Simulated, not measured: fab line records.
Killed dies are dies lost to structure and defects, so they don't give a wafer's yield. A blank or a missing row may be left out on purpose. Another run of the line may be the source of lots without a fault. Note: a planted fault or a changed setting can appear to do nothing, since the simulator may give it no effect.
Matching of chambers -- flow nand_harc -- rie_si-06 running NHARC_A_WL_FILL_ETCHBACK_26: 4 sister chambers
The step etches the open film in HBr, target depth 52 nm, time 13.3 s. 22 wafers are shown with their chamber, then 11 later ones without.

== WAFERS WITH THEIR CHAMBER ==
wafer,chamber,drypump_motor_current_A (A),oes_product_au (a.u.),bias_w (W)
L076.4,2,5.4,0.991,59.90
L076.5,2,5.4,0.994,59.72
L076.6,1,6.0,1.000,59.97
L078.1,0,6.3,0.996,59.96
L078.3,1,6.0,0.994,59.99
L078.6,1,6.0,0.989,60.07
L081.1,2,5.4,0.999,59.96
L081.4,0,6.3,1.004,59.88
L081.6,2,5.4,0.998,59.80
L084.1,1,6.0,0.989,59.88
L084.3,3,5.3,1.003,60.11
L084.6,3,5.3,1.000,59.74
L087.1,3,5.3,1.001,59.83
L087.4,2,5.4,0.996,60.06
L087.5,0,6.3,0.991,60.13
L089.1,3,5.3,0.996,59.89
L089.2,1,5.9,0.990,59.89
L089.4,0,6.4,0.996,60.23
L090.2,2,5.4,0.995,59.76
L090.3,3,5.3,0.994,59.95
L090.5,2,5.4,0.999,59.68
L093.1,1,6.0,0.986,59.80

SIGNATURES, as means of the wafers listed above
reading,chamber 0,chamber 1,chamber 2,chamber 3,scatter within a chamber
drypump_motor_current_A,6.325,5.983,5.400,5.300,0.0297
oes_product_au,0.99675,0.99133,0.99600,0.99880,0.0042
bias_w,60.0500,59.9333,59.8400,59.9040,0.132
Rule: a wafer's distance from a chamber is the root of the sum, over the readings, of the square of ((its reading less the chamber's mean) divided by the reading's scatter). The wafer belongs to the nearest chamber; if the next one is less than 2 further off, it can't be placed. How the scatter is found: for the shown wafers, subtract from each reading the mean of its chamber, square and add these, divide the total by (wafers less chambers), then take the root.

== WAFERS MISSING THEIR CHAMBER ==
wafer,drypump_motor_current_A (A),oes_product_au (a.u.),bias_w (W)
L093.4,5.4,1.006,60.11
L093.6,5.4,1.005,60.15
L091.4,5.3,0.999,60.00
L091.5,6.3,1.002,59.88
L091.6,5.3,1.003,59.87
L095.1,6.3,1.008,59.70
L095.3,5.3,1.010,59.74
L095.6,6.3,1.008,59.79
L097.1,6.3,1.006,60.22
L097.2,5.4,1.005,60.11
L097.4,5.3,1.003,59.85

== CHAMBER TAKEN BY EACH ==
wafer,from the rows above,in truth
L093.4,can't be placed: 2 or 3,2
L093.6,can't be placed: 2 or 3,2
L091.4,3,3
L091.5,0,0
L091.6,3,3
L095.1,0,0
L095.3,can't be placed: 3 or 2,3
L095.6,0,0
L097.1,0,0
L097.2,can't be placed: 2 or 3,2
L097.4,3,3
Correctly placed: 7 of 11. From these rows, 4 cannot be placed; in 4 the true chamber is one of the candidates. Number placed wrongly: 0.
